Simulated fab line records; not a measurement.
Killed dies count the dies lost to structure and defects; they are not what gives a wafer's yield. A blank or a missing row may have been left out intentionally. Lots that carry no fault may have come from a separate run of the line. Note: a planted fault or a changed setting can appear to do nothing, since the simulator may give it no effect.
Split-lot trial    flow n5 finfet    21 wafers read from 7 lots, route of 1938 steps

== THE SPLIT ==
At N5_BEOL_M10_EXPOSE_25 (exposes mask V9), the setting dose mj was moved away from the recipe's 85.5 on 5 of the 21 wafers read, by -2.4% to +6.7%. All remaining wafers had this setting at the recipe value.

== FROM THE SPLIT TO THE READING: what the file shows between them, 2 steps ==
- N5_BEOL_M10_PEB_26: peb time 60 s
- N5_BEOL_M10_DEVELOP_27: develop time 30 s

== THE READING ==
At N5_BEOL_M10_CD_MEAS_28: cd nm in nanometres, against a target cd of 70 nm. On this fab line, fault-free wafers typically give 69.3 nm with a standard deviation of 0.91 nm.

wafer   tool, chamber at the split  dose mj as run  against the recipe  cd nm, nm  against lot-mates on the recipe
L074.1  arfi scanner-02, 0          85.5            recipe              70.8       -
L074.2  arfi scanner-02, 0          85.5            recipe              70.5       -
L074.3  arfi scanner-02, 0          85.5            recipe              69.7       -
L079.2  arfi scanner-03, 0          87.97           +2.9%               71.6       +1.4
L079.3  arfi scanner-03, 0          85.5            recipe              70.2       -
L079.4  arfi scanner-03, 0          87.97           +2.9%               71.4       +1.2
L080.1  arfi scanner-03, 0          85.5            recipe              68.3       -
L080.2  arfi scanner-03, 0          85.5            recipe              68.0       -
L080.5  arfi scanner-03, 0          85.5            recipe              68.8       -
L082.1  arfi scanner-01, 0          83.43           -2.4%               68.8       +0.3
L082.3  arfi scanner-01, 0          85.5            recipe              68.5       -
L082.4  arfi scanner-01, 0          83.43           -2.4%               66.8       -1.7
L085.1  arfi scanner-01, 0          91.26           +6.7%               75.2       +5.6
L085.3  arfi scanner-01, 0          85.5            recipe              69.2       -
L085.4  arfi scanner-01, 0          85.5            recipe              69.9       -
L089.1  arfi scanner-02, 0          85.5            recipe              68.3       -
L089.3  arfi scanner-02, 0          85.5            recipe              69.2       -
L089.5  arfi scanner-02, 0          85.5            recipe              67.7       -
L091.1  arfi scanner-03, 0          85.5            recipe              70.2       -
L091.2  arfi scanner-03, 0          85.5            recipe              69.4       -
L091.5  arfi scanner-03, 0          85.5            recipe              70.2       -

THE FIT
A straight line over all 21 wafers: cd nm changes by +0.803 nm for each +1% of dose mj; r = +0.86; the points scatter about the line by 0.93 nm.
The same after taking each lot's own level away (the mean of its wafers on the recipe; 21 wafers): +0.654 nm for each +1%; r = +0.88; scatter 0.67 nm.
Per that fit: largest dose mj move, reading shift of 4.4 nm.
The lots' own levels span 68.37 to 70.33 nm, that is 2.2 times the standard deviation above.
So the lot-to-lot level changes the slope: the two fits differ.
Check: for one of the wafers moved furthest among these (+6.7%), held out of the fit, the line's prediction against its lot-mates is +2.62 nm. It came out at +5.65 nm against them.

== THE OTHER SPLITS THESE WAFERS WENT THROUGH ==
Other splits were also applied to these wafers ahead of the reading. Each is held against what the fit with the lots' levels taken away leaves over:
other split on the same wafers    wafers away from the commonest value  r with cd nm (lot level and that fit taken away)
N5_BEOL_M8_ETCH_65 source w       8                                     +0.28
N5_BEOL_M8_TRENCH_ETCH_37 bias w  7                                     -0.21
N5_BEOL_M9_EXPOSE_25 dose mj      7                                     +0.09
N5_BEOL_M10_COAT_63 spin rpm      10                                    +0.20

== FILE'S OWN FIT ==
cd nm changes by +0.736 nm for each +1% of dose mj, r = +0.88.
